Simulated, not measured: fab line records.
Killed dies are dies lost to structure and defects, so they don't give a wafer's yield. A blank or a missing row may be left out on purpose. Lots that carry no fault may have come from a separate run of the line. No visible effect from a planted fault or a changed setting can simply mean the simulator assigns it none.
fab line records | flow n5-finfet | part 1 of 2: steps 1 to 4 of 6
record: lots: 23 wafers: 69 last-day: 18
route steps=1938 shown PMOS_HMC_CHANNEL_EPI@68 FIN_SAQP@113
lots with no fault: from the same line, run without faults
start-h: hours from the record's first day to the start of the lot's first wafer shown | wait-h: hours elapsed since this lot's preceding step | " repeats the value in the row above | L1.1+2: a single row standing in for several wafers | - either no value or no given start | * or withheld: withheld | < > ~ a bound
route shown NAME@n: NAME is a module with steps in the file, n the number in the route of the first one | usual: average and standard deviation across the fault-free wafers | same: alike in all rows | chamber/n: place in a boat | sites: the reading at each site | _std_site: the standard deviation of these | _edge_site: the outer-site mean with the inner-site mean subtracted | radius-mm: how far each site lies from the wafer's centre | mask NAME#n: copy n | behind: tool/chamber where the wafer was last shaped | hold: cause of the lot's hold/its duration in hours/its outcome | device: names the non-switching transistor (n, p or np) | end of line: at the end of the route, the tests of the same wafers | a step given without rows: its recipe and nothing more | killed: count of dies lost to structure and defects at first sort (not the wafer's yield) | map: shows each die of a wafer: x if killed, . if not, _ if none is there
set.NAME: the run value of the setting; set.NAME@STEP: its run value at that earlier step | model.NAME: the simulator's own value behind a step, which no gauge read
the route's steps for a sample of lots (tables are steps, rows are wafers)
services: from which hour (start-h, from the record's first day; less than 0 if before it) a tool's chamber was out of use, for how many hours, and why
== steps ==
step: N5_PMOS_HMC_CHANNEL_EPI_DESCUM_14
recipe: chemistry: O2 time-s: 7.9 source-power-w: 50 bias-power-w: 20 pressure-mtorr: 20 rf-frequency-hz: 2.712e+07 temp-c: 40 resist: CAR-ArF-block o2-flow-sccm: 225
usual: drypump-motor-current-A: 5.8/0.61 oes-product-au: 0.77/0.1 rf-vpp-V: 243.5/1.4 showerhead-plenum-p-Torr: 2.12/0.073 throttle-valve-pct: 20.40/0.21
columns lot.wafer tool chamber start-h wait-h drypump-motor-current-A oes-product-au rf-hours-counter-h rf-vpp-V showerhead-plenum-p-Torr throttle-valve-pct
L074.2 rie-diel-04 3 17.53 0.0 5.5 0.70 216 242.2 2.15 20.24
L074.3 " 1 " " 4.7 0.74 191 244.4 2.17 20.14
L074.6 " 3 " " 5.5 0.70 - 243.0 2.15 20.24
L075.3 rie-diel-06 1 23.33 0.1 6.8 0.73 - 244.0 2.17 20.47
L075.4 " 0 " " 5.9 0.67 - 242.9 2.18 20.72
L075.5 " 0 " " 5.9 0.68 - 244.9 2.18 20.72
L076.1 rie-diel-06 3 29.74 0.6 6.0 0.82 97 244.7 2.11 20.19
L076.2 " 2 " " 5.5 0.68 226 244.4 2.07 20.27
L076.5 " 3 " " 6.0 0.82 - 242.8 2.11 20.17
L077.2 rie-diel-03 2 35.45 0.2 5.1 0.73 178 242.5 2.01 20.60
L077.4 " 2 " " 5.1 0.72 - 242.7 2.01 20.58
L077.5 " 3 " " 6.2 0.68 - 241.7 1.98 20.71
L078.2 rie-diel-03 3 41.17 0.0 6.2 0.69 229 242.6 1.98 20.73
L078.5 " 0 " " 5.9 0.69 - 241.7 1.98 20.31
L078.6 " 1 " " 5.4 0.78 - 244.0 2.19 20.52
L079.2 rie-diel-06 1 47.84 0.1 6.7 0.73 167 244.5 2.16 20.47
L079.3 " 3 " " 6.0 0.81 103 243.2 2.11 20.19
L079.4 " 0 " " 5.9 0.68 237 245.4 2.18 20.72
L080.1 rie-diel-04 2 54.01 0.0 5.4 0.70 242 241.3 1.97 20.53
L080.2 " 1 " " 4.7 0.73 208 246.5 2.17 20.16
L080.6 " 2 " " 5.4 0.70 - 242.5 1.97 20.53
L081.2 rie-diel-06 1 59.77 0.0 6.8 0.73 170 243.4 2.16 20.46
L081.3 " 0 " " 5.9 0.67 240 244.6 2.18 20.74
L081.4 " 3 " " 6.0 0.81 106 243.4 2.11 20.21
L082.1 rie-diel-06 0 65.57 0.0 5.9 0.67 242 244.7 2.18 20.75
L082.2 " 1 " " 6.7 0.72 172 244.8 2.16 20.49
L082.4 " 3 " " 6.0 0.80 108 243.9 2.11 20.18
L083.1 rie-diel-04 3 72.02 0.3 5.5 0.69 239 244.2 2.14 20.28
L083.2 " 2 " " 5.4 0.70 249 242.6 1.97 20.55
L083.5 " 3 " " 5.5 0.68 - 242.5 2.14 20.28
L084.1 rie-diel-03 1 77.22 0.0 5.4 0.79 153 244.8 2.19 20.50
L084.3 " 3 " " 6.2 0.68 241 241.0 1.98 20.76
L084.5 " 3 " " 6.2 0.68 - 240.6 1.98 20.75
L085.3 rie-diel-04 0 83.23 0.0 6.4 0.94 7 243.1 2.15 20.61
L085.5 " 0 " " 6.4 0.95 - 243.1 2.15 20.62
L085.6 " 3 " " 5.5 0.68 - 244.3 2.14 20.31
L086.1 rie-diel-06 3 89.45 0.4 6.0 0.79 113 242.3 2.11 20.19
L086.4 " 1 " " 6.7 0.72 179 244.4 2.16 20.50
L086.5 " 0 " " 5.9 0.66 - 242.6 2.17 20.75
L087.1 rie-diel-06 3 95.34 0.0 6.0 0.80 115 244.5 2.11 20.20
L087.5 " 1 " " 6.8 0.71 - 244.7 2.16 20.50
L087.6 " 3 " " 5.9 0.80 - 243.3 2.11 20.20
L088.1 rie-diel-04 3 101.20 0.2 5.5 0.67 250 242.7 2.13 20.29
L088.2 " 1 " " 4.7 0.71 226 245.1 2.16 20.18
L088.4 " 0 " " 6.4 0.92 13 244.3 2.15 20.61
L089.2 rie-diel-04 1 107.07 0.0 4.7 0.71 228 243.5 2.16 20.19
L089.4 " 2 " " 5.4 0.98 - 244.3 2.23 20.19
L089.5 " 0 " " 6.4 0.92 - 245.5 2.15 20.62
L090.1 rie-diel-06 3 113.53 0.0 6.0 0.80 121 244.0 2.11 20.21
L090.4 " 0 " " 6.0 1.00 - 243.2 2.17 20.34
L090.6 " 3 " " 6.0 0.80 - 243.2 2.11 20.20
L091.1 rie-diel-06 0 119.25 0.0 5.9 0.98 3 243.9 2.17 20.35
L091.2 " 3 " " 6.0 0.79 124 242.8 2.11 20.21
L091.4 " 3 " " 6.0 0.79 - 245.2 2.11 20.21
L092.3 rie-diel-04 1 125.44 0.1 4.7 0.71 234 244.2 2.16 20.20
L092.5 " 1 " " 4.7 0.71 - 244.3 2.16 20.19
L092.6 " 0 " " 6.4 0.90 - 243.8 2.15 20.64
L093.4 rie-diel-03 3 131.41 0.1 6.2 0.98 - 245.3 2.24 20.41
L093.5 " 1 " " 5.4 0.76 - 246.1 2.18 20.56
L093.6 " 2 " " 5.1 0.71 - 243.1 2.00 20.62
L094.2 rie-diel-04 3 137.85 0.3 5.5 0.95 8 243.5 2.13 19.94
L094.4 " 0 " " 6.5 0.90 25 243.6 2.15 20.64
L094.5 " 1 " " 4.7 0.70 - 243.3 2.15 20.21
L095.1 rie-diel-03 3 143.30 0.0 6.2 0.93 6 246.2 2.24 20.40
L095.3 " 2 " " 5.0 0.70 213 240.2 2.00 20.65
L095.6 " 2 " " 5.1 0.70 - 240.5 2.00 20.64
L097.1 rie-diel-06 3 156.15 0.4 6.0 0.78 136 242.9 2.10 20.24
L097.4 " 1 " " 6.8 0.69 202 243.4 2.15 20.54
L097.6 " 2 " " 5.4 0.94 - 242.9 2.06 19.91
step: N5_FIN_SAQP_INSPECT_18
recipe: mode: adi inspect-instrument: brightfield
usual: raw-defect-count: 401/120
columns lot.wafer tool chamber start-h wait-h raw-defect-count
L074.2 defect-inspect-01 - 22.13 0.0 312
L074.3 " - " " 340
L074.6 " - " " 311
L075.3 defect-inspect-01 - 27.65 0.0 299
L075.4 " - " " 395
L075.5 " - " " 286
L076.1 defect-inspect-01 - 33.94 0.0 508
L076.2 " - " " 373
L076.5 " - " " 360
L077.2 defect-inspect-02 - 39.68 0.0 423
L077.4 " - " " 512
L077.5 " - " " 620
L078.2 defect-inspect-01 - 45.39 0.0 272
L078.5 " - " " 272
L078.6 " - " " 309
L079.2 defect-inspect-01 - 52.00 0.0 275
L079.3 " - " " 322
L079.4 " - " " 332
L080.1 defect-inspect-02 - 58.67 0.0 388
L080.2 " - " " 485
L080.6 " - " " 373
L081.2 defect-inspect-02 - 63.93 0.0 549
L081.3 " - " " 493
L081.4 " - " " 383
L082.1 defect-inspect-01 - 69.67 0.0 348
L082.2 " - " " 511
L082.4 " - " " 251
L083.1 defect-inspect-01 - 76.10 0.0 338
L083.2 " - " " 242
L083.5 " - " " 322
L084.1 defect-inspect-02 - 81.41 0.0 431
L084.3 " - " " 407
L084.5 " - " " 498
L085.3 defect-inspect-02 - 87.55 0.0 485
L085.5 " - " " 511
L085.6 " - " " 653
L086.1 defect-inspect-02 - 96.42 0.0 576
L086.4 " - " " 601
L086.5 " - " " 597
L087.1 defect-inspect-01 - 100.82 0.0 415
L087.5 " - " " 414
L087.6 " - " " 333
L088.1 defect-inspect-02 - 105.67 0.0 522
L088.2 " - " " 417
L088.4 " - " " 497
L089.2 defect-inspect-01 - 111.48 0.0 271
L089.4 " - " " 285
L089.5 " - " " 225
L090.1 defect-inspect-02 - 117.79 0.0 494
L090.4 " - " " 460
L090.6 " - " " 517
L091.1 defect-inspect-02 - 123.42 0.0 239
L091.2 " - " " 483
L091.4 " - " " 278
L092.3 defect-inspect-02 - 129.69 0.0 476
L092.5 " - " " 267
L092.6 " - " " 282
L093.4 defect-inspect-01 - 135.66 0.0 331
L093.5 " - " " 354
L093.6 " - " " 273
L094.2 defect-inspect-02 - 142.27 0.0 412
L094.4 " - " " 405
L094.5 " - " " 637
L095.1 defect-inspect-02 - 148.66 0.0 264
L095.3 " - " " 405
L095.6 " - " " 302
L097.1 defect-inspect-01 - 161.32 0.0 304
L097.4 " - " " 308
L097.6 " - " " 267
step: N5_FIN_SAQP_ETCH_51
recipe: chemistry: CF4 target: SiARC target-depth-a: 455 mask-material: CAR-ArF time-s: 75.8 ion-energy-ev: 80 pressure-mtorr: 40 source-w: 545 bias-w: 36 Ar_flow_sccm: 100 cf4-flow-sccm: 100 ends: cleared
usual: drypump-motor-current-A: 5.7/0.42 etch-rf-on-time-s: 75.5/1.3 oes-product-au: 0.69/0.063 rf-vpp-V: 184.0/1 showerhead-plenum-p-Torr: 2.16/0.044 throttle-valve-pct: 15.66/0.18
columns lot.wafer tool chamber start-h wait-h drypump-motor-current-A etch-rf-on-time-s oes-product-au rf-hours-counter-h rf-vpp-V showerhead-plenum-p-Torr throttle-valve-pct
L074.2 rie-diel-05 3 22.20 0.0 6.3 75.6 0.73 64 184.0 2.18 15.60
L074.3 " 1 " " 5.7 75.9 0.68 118 185.6 2.16 15.66
L074.6 " 1 " " 5.7 76.3 0.68 - 184.0 2.16 15.65
L075.3 rie-diel-02 2 27.72 0.0 6.3 76.9 0.58 228 180.9 2.03 15.81
L075.4 " 3 " " 5.4 72.2 0.66 120 184.8 2.15 15.69
L075.5 " 1 " " 6.3 74.2 0.64 - 184.3 2.14 15.87
L076.1 rie-diel-05 3 34.10 0.0 6.3 75.8 0.73 67 186.2 2.18 15.62
L076.2 " 0 " " 5.9 76.6 0.74 48 185.1 2.19 15.68
L076.5 " 1 " " 5.7 76.2 0.67 - 184.3 2.16 15.65
L077.2 rie-diel-05 0 39.75 0.0 5.9 75.5 0.73 49 183.8 2.19 15.71
L077.4 " 3 " " 6.3 74.5 0.73 69 182.4 2.18 15.61
L077.5 " 2 " " 5.3 74.9 0.81 - 183.8 2.18 15.42
L078.2 rie-diel-02 0 45.53 0.0 5.9 75.1 0.80 12 183.5 2.20 15.53
L078.5 " 0 " " 5.9 75.6 0.80 - 183.8 2.20 15.54
L078.6 " 1 " " 6.3 73.8 0.64 - 183.7 2.13 15.86
L079.2 rie-diel-01 3 52.20 0.0 6.1 76.4 0.81 9 183.8 2.20 15.23
L079.3 " 1 " " 5.3 74.7 0.64 190 185.3 2.21 15.89
L079.4 " 0 " " 5.1 73.9 0.71 74 183.8 2.16 15.49
L080.1 rie-diel-01 3 58.74 0.0 6.1 76.1 0.80 13 184.9 2.20 15.26
L080.2 " 2 " " 5.2 76.2 0.69 117 182.4 2.07 15.82
L080.6 " 3 " " 6.1 75.1 0.81 - 185.8 2.20 15.23
L081.2 rie-diel-01 1 63.99 0.0 5.3 75.6 0.63 195 185.8 2.21 15.92
L081.3 " 3 " " 6.1 76.3 0.79 15 185.5 2.20 15.24
L081.4 " 0 " " 5.1 75.4 0.68 80 185.3 2.16 15.51
L082.1 rie-diel-05 2 69.74 0.0 5.3 75.2 0.78 24 184.6 2.18 15.45
L082.2 " 3 " " 6.3 75.6 0.71 82 183.9 2.18 15.64
L082.4 " 1 " " 5.7 76.4 0.66 138 183.3 2.15 15.71
L083.1 rie-diel-02 3 76.17 0.0 5.4 71.5 0.67 133 185.3 2.15 15.73
L083.2 " 2 " " 6.3 76.2 0.58 242 181.9 2.03 15.84
L083.5 " 3 " " 5.4 71.9 0.66 - 184.4 2.15 15.73
L084.1 rie-diel-02 0 81.48 0.0 5.9 76.1 0.78 19 185.2 2.20 15.53
L084.3 " 2 " " 6.3 77.8 0.58 243 181.8 2.03 15.84
L084.5 " 3 " " 5.4 72.5 0.65 - 183.4 2.15 15.73
L085.3 rie-diel-02 1 87.69 0.0 6.3 74.0 0.64 194 183.0 2.13 15.89
L085.5 " 0 " " 5.9 76.2 0.77 - 183.7 2.20 15.55
L085.6 " 3 " " 5.4 72.8 0.66 - 183.5 2.15 15.77
L086.1 rie-diel-05 3 96.48 0.0 6.3 76.3 0.70 90 185.1 2.17 15.67
L086.4 " 0 " " 5.9 76.2 0.71 72 181.6 2.18 15.71
L086.5 " 0 " " 5.9 76.2 0.71 - 185.8 2.18 15.74
L087.1 rie-diel-05 0 101.47 0.0 5.9 76.8 0.71 74 184.0 2.18 15.74
L087.5 " 0 " " 5.9 76.4 0.70 - 183.9 2.18 15.73
L087.6 " 1 " " 5.7 76.6 0.65 - 184.4 2.15 15.71
L088.1 rie-diel-05 1 105.74 0.0 5.7 76.9 0.65 151 183.3 2.15 15.71
L088.2 " 0 " " 5.9 76.9 0.70 76 185.5 2.18 15.75
L088.4 " 2 " " 5.3 75.5 0.75 36 183.6 2.18 15.47
L089.2 rie-diel-02 0 111.84 0.0 5.9 76.7 0.76 29 184.6 2.19 15.56
L089.4 " 1 " " 6.3 74.7 0.63 - 183.0 2.13 15.92
L089.5 " 3 " " 5.4 73.6 0.65 - 185.4 2.14 15.77
L090.1 rie-diel-02 0 117.92 0.0 5.9 75.7 0.76 32 184.5 2.19 15.55
L090.4 " 0 " " 5.9 76.0 0.75 - 184.2 2.19 15.56
L090.6 " 3 " " 5.4 72.3 0.65 - 183.4 2.14 15.77
L091.1 rie-diel-05 3 123.52 0.0 6.3 76.1 0.69 100 184.5 2.17 15.69
L091.2 " 2 " " 5.3 75.2 0.75 42 183.9 2.17 15.48
L091.4 " 0 " " 5.9 76.0 0.70 82 185.4 2.17 15.75
L092.3 rie-diel-05 2 129.76 0.0 5.3 74.4 0.75 44 184.8 2.17 15.47
L092.5 " 0 " " 5.9 75.4 0.71 - 183.7 2.17 15.76
L092.6 " 1 " " 5.7 76.8 0.64 - 183.9 2.15 15.74
L093.4 rie-diel-05 0 135.93 0.0 5.9 75.1 0.70 87 184.2 2.17 15.75
L093.5 " 3 " " 6.4 75.4 0.68 - 183.1 2.17 15.69
L093.6 " 2 " " 5.3 74.5 0.76 - 185.9 2.17 15.47
L094.2 rie-diel-05 2 142.89 0.0 5.3 74.7 0.75 50 182.5 2.17 15.48
L094.4 " 0 " " 5.9 76.8 0.69 89 183.6 2.17 15.79
L094.5 " 3 " " 6.3 75.4 0.69 - 184.1 2.17 15.69
L095.1 rie-diel-01 0 149.08 0.0 5.1 75.3 0.67 112 182.5 2.15 15.57
L095.3 " 2 " " 5.3 77.3 0.66 149 182.9 2.06 15.86
L095.6 " 1 " " 5.3 75.4 0.60 - 184.2 2.20 15.98
L097.1 rie-diel-01 0 161.39 0.0 5.1 76.6 0.66 116 185.2 2.15 15.58
L097.4 " 1 " " 5.3 75.9 0.60 230 185.5 2.20 15.97
L097.6 " 3 " " 6.1 76.1 0.75 - 183.5 2.19 15.32
step: N5_FIN_SAQP_RECESS_75
recipe: chemistry: HF/NH3 target: SiO2 target-depth-a: 144 afs-cycles: 3 temp-c: 30 sublimation-temp-c: 180 sublimation-time-s: 60
usual: drypump-motor-current-A: 6.14/0.18
columns lot.wafer tool chamber start-h wait-h drypump-motor-current-A
L074.2 vapor-etch-02 1 22.94 0.0 6.25
L074.3 " 0 " " 6.30
L074.6 " 1 " " 6.27
L075.3 vapor-etch-01 1 28.50 0.1 5.82
L075.4 " 0 " " 6.09
L075.5 " 1 " " 5.81
L076.1 vapor-etch-01 1 34.77 0.0 5.80
L076.2 " 0 " " 6.09
L076.5 " 1 " " 5.81
L077.2 vapor-etch-02 1 40.70 0.0 6.32
L077.4 " 1 " " 6.31
L077.5 " 0 " " 6.30
L078.2 vapor-etch-01 0 46.24 0.0 6.11
L078.5 " 0 " " 6.08
L078.6 " 1 " " 5.79
L079.2 vapor-etch-02 1 53.15 0.0 6.25
L079.3 " 1 " " 6.26
L079.4 " 0 " " 6.28
L080.1 vapor-etch-01 1 59.73 0.0 5.80
L080.2 " 0 " " 6.09
L080.6 " 1 " " 5.81
L081.2 vapor-etch-01 1 64.89 0.0 5.83
L081.3 " 1 " " 5.85
L081.4 " 0 " " 6.11
L082.1 vapor-etch-01 0 70.42 0.0 6.08
L082.2 " 1 " " 5.82
L082.4 " 0 " " 6.08
L083.1 vapor-etch-01 1 76.84 0.0 5.83
L083.2 " 0 " " 6.09
L083.5 " 1 " " 5.81
L084.1 vapor-etch-01 0 82.24 0.0 6.09
L084.3 " 1 " " 5.81
L084.5 " 1 " " 5.83
L085.3 vapor-etch-02 0 88.58 0.2 6.29
L085.5 " 0 " " 6.28
L085.6 " 1 " " 6.25
L086.1 vapor-etch-02 0 97.15 0.0 6.31
L086.4 " 1 " " 6.25
L086.5 " 1 " " 6.23
L087.1 vapor-etch-02 0 102.26 0.0 6.35
L087.5 " 0 " " 6.31
L087.6 " 1 " " 6.24
L088.1 vapor-etch-02 1 106.43 0.0 6.28
L088.2 " 0 " " 6.28
L088.4 " 0 " " 6.28
L089.2 vapor-etch-01 0 112.82 0.0 6.09
L089.4 " 1 " " 5.84
L089.5 " 0 " " 6.09
L090.1 vapor-etch-02 0 118.61 0.0 6.28
L090.4 " 1 " " 6.22
L090.6 " 0 " " 6.28
L091.1 vapor-etch-02 1 124.21 0.0 6.29
L091.2 " 0 " " 6.31
L091.4 " 1 " " 6.27
L092.3 vapor-etch-02 1 130.55 0.1 6.28
L092.5 " 1 " " 6.29
L092.6 " 0 " " 6.29
L093.4 vapor-etch-01 0 136.98 0.4 6.10
L093.5 " 0 " " 6.08
L093.6 " 1 " " 5.81
L094.2 vapor-etch-02 0 143.56 0.0 6.31
L094.4 " 1 " " 6.30
L094.5 " 0 " " 6.26
L095.1 vapor-etch-02 1 150.23 0.0 6.30
L095.3 " 1 " " 6.26
L095.6 " 0 " " 6.31
L097.1 vapor-etch-02 1 162.28 0.0 6.26
L097.4 " 0 " " 6.30
L097.6 " 0 " " 6.32
